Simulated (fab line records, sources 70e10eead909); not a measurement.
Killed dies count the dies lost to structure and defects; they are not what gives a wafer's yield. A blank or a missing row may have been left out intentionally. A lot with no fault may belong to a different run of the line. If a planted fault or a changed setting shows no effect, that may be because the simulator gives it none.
Chamber matching :: flow nand_harc :: NHARC_P_GATE_STRIP_67 on wet_bench-02 has 8 sister chambers
The step strips in SPM, time 600 s. 14 wafers are shown with their chamber, then 7 later ones without.

== WAFERS WITH THEIR CHAMBER ==
wafer: L285.3
chamber: 4
bath_guard_temp_C (C): 129.9
temp_c (C): 130.06

wafer: L285.4
chamber: 6
bath_guard_temp_C (C): 129.6
temp_c (C): 130.07

wafer: L285.5
chamber: 7
bath_guard_temp_C (C): 129.2
temp_c (C): 130.13

wafer: L286.3
chamber: 0
bath_guard_temp_C (C): 129.7
temp_c (C): 130.15

wafer: L286.5
chamber: 3
bath_guard_temp_C (C): 130.3
temp_c (C): 130.00

wafer: L286.6
chamber: 4
bath_guard_temp_C (C): 130.2
temp_c (C): 129.85

wafer: L288.3
chamber: 2
bath_guard_temp_C (C): 130.6
temp_c (C): 130.26

wafer: L288.4
chamber: 0
bath_guard_temp_C (C): 130.0
temp_c (C): 129.89

wafer: L288.6
chamber: 1
bath_guard_temp_C (C): 130.9
temp_c (C): 129.98

wafer: L299.2
chamber: 2
bath_guard_temp_C (C): 131.1
temp_c (C): 130.22

wafer: L299.3
chamber: 5
bath_guard_temp_C (C): 130.1
temp_c (C): 130.00

wafer: L299.6
chamber: 0
bath_guard_temp_C (C): 129.8
temp_c (C): 130.13

wafer: L301.1
chamber: 0
bath_guard_temp_C (C): 129.9
temp_c (C): 130.06

wafer: L301.3
chamber: 3
bath_guard_temp_C (C): 130.1
temp_c (C): 129.98

SIGNATURES (averages over the wafers above)
reading: bath_guard_temp_C
chamber 0: 129.850
chamber 1: 130.900
chamber 2: 130.850
chamber 3: 130.200
chamber 4: 130.050
chamber 5: 130.100
chamber 6: 129.600
chamber 7: 129.200
scatter within a chamber: 0.2

reading: temp_c
chamber 0: 130.0575
chamber 1: 129.9800
chamber 2: 130.2400
chamber 3: 129.9900
chamber 4: 129.9550
chamber 5: 130.0000
chamber 6: 130.0700
chamber 7: 130.1300
scatter within a chamber: 0.104
Rule: distance of a wafer from a chamber = root of the sum over the readings of ((wafer's reading minus chamber's mean) / reading's scatter) squared. The wafer belongs to the nearest chamber; if the next one is less than 2 further off, it can't be placed. The scatter is the square root of a quotient: the sum, over the shown wafers, of each reading's squared deviation from its chamber's mean, divided by wafers minus chambers.

== WAFERS MISSING THEIR CHAMBER ==
wafer: L301.6
bath_guard_temp_C (C): 131.2
temp_c (C): 130.04

wafer: L305.1
bath_guard_temp_C (C): 130.4
temp_c (C): 130.01

wafer: L305.3
bath_guard_temp_C (C): 130.0
temp_c (C): 130.12

wafer: L305.5
bath_guard_temp_C (C): 130.9
temp_c (C): 129.97

wafer: L307.1
bath_guard_temp_C (C): 131.0
temp_c (C): 129.90

wafer: L307.4
bath_guard_temp_C (C): 130.1
temp_c (C): 130.37

wafer: L307.5
bath_guard_temp_C (C): 129.9
temp_c (C): 130.09

== CHAMBER TAKEN BY EACH ==
wafer: L301.6
from the rows above: can't be placed: 1 or 2
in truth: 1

wafer: L305.1
from the rows above: can't be placed: 3 or 5 or 4 or 1 or 0
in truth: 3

wafer: L305.3
from the rows above: can't be placed: 0 or 5 or 3 or 4 or 6
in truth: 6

wafer: L305.5
from the rows above: 1
in truth: 1

wafer: L307.1
from the rows above: 1
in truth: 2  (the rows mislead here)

wafer: L307.4
from the rows above: can't be placed: 0 or 5 or 3 or 6 or 2 or 4 or 7
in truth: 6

wafer: L307.5
from the rows above: can't be placed: 0 or 5 or 4 or 6 or 3
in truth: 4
Placed correctly: 1 of 7. From these rows, 5 cannot be placed; in 5 the true chamber is one of the candidates. 1 placed wrongly.
